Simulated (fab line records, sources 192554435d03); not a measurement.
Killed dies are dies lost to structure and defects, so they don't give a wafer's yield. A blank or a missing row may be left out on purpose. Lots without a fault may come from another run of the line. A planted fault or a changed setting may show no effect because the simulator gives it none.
Chamber matching | flow n5_finfet | N5_BEOL_M10_ILD_DEP_00 on pecvd-01: 3 sister chambers
The step deposits SiCOH lowk from DEMS/porogen, target thk 308.51 nm, time 58 s. 6 wafers are shown with their chamber, then 9 later ones without.

WAFERS WITH THEIR CHAMBER
wafer  | chamber | heater_power_w (W) | throttle_valve_pct (%)
L074.4 | 2       | 351                | 13.6
L077.3 | 2       | 355                | 13.8
L082.2 | 0       | 360                | 14.1
L083.1 | 1       | 249                | 14.0
L083.5 | 1       | 250                | 14.0
L083.6 | 0       | 428                | 13.8

WAFERS WITHOUT THEIR CHAMBER
wafer  | heater_power_w (W) | throttle_valve_pct (%)
L084.1 | 406                | 13.8
L084.3 | 252                | 14.3
L084.6 | 416                | 13.7
L086.3 | 237                | 14.0
L086.4 | 349                | 13.8
L086.5 | 244                | 14.1
L091.3 | 281                | 13.9
L091.5 | 359                | 13.3
L091.6 | 286                | 13.6

WHICH CHAMBER EACH WENT THROUGH
wafer  | from the rows above     | in truth
L084.1 | can't be placed: 0 or 2 | 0
L084.3 | 1                       | 1
L084.6 | can't be placed: 0 or 2 | 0
L086.3 | 1                       | 1
L086.4 | can't be placed: 2 or 0 | 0
L086.5 | 1                       | 1
L091.3 | can't be placed: 1 or 2 | 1
L091.5 | can't be placed: 2 or 0 | 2
L091.6 | can't be placed: 2 or 1 | 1
Placed correctly: 3 of 9. Can't be placed from these rows: 6 (the true chamber is among the candidates in 6). Placed wrongly: 0.
How it was worked out, from the rows above alone: a wafer's distance from a chamber is the root of the sum, over the readings, of the square of ((its reading less the chamber's mean) divided by the reading's scatter). The wafer belongs to the nearest chamber; if the next one is less than 2 further off, it can't be placed. A chamber's mean is the mean of its shown wafers. The scatter: the root of (the sum of the squares of (reading less its chamber's mean) over the shown wafers, divided by (wafers less chambers)).
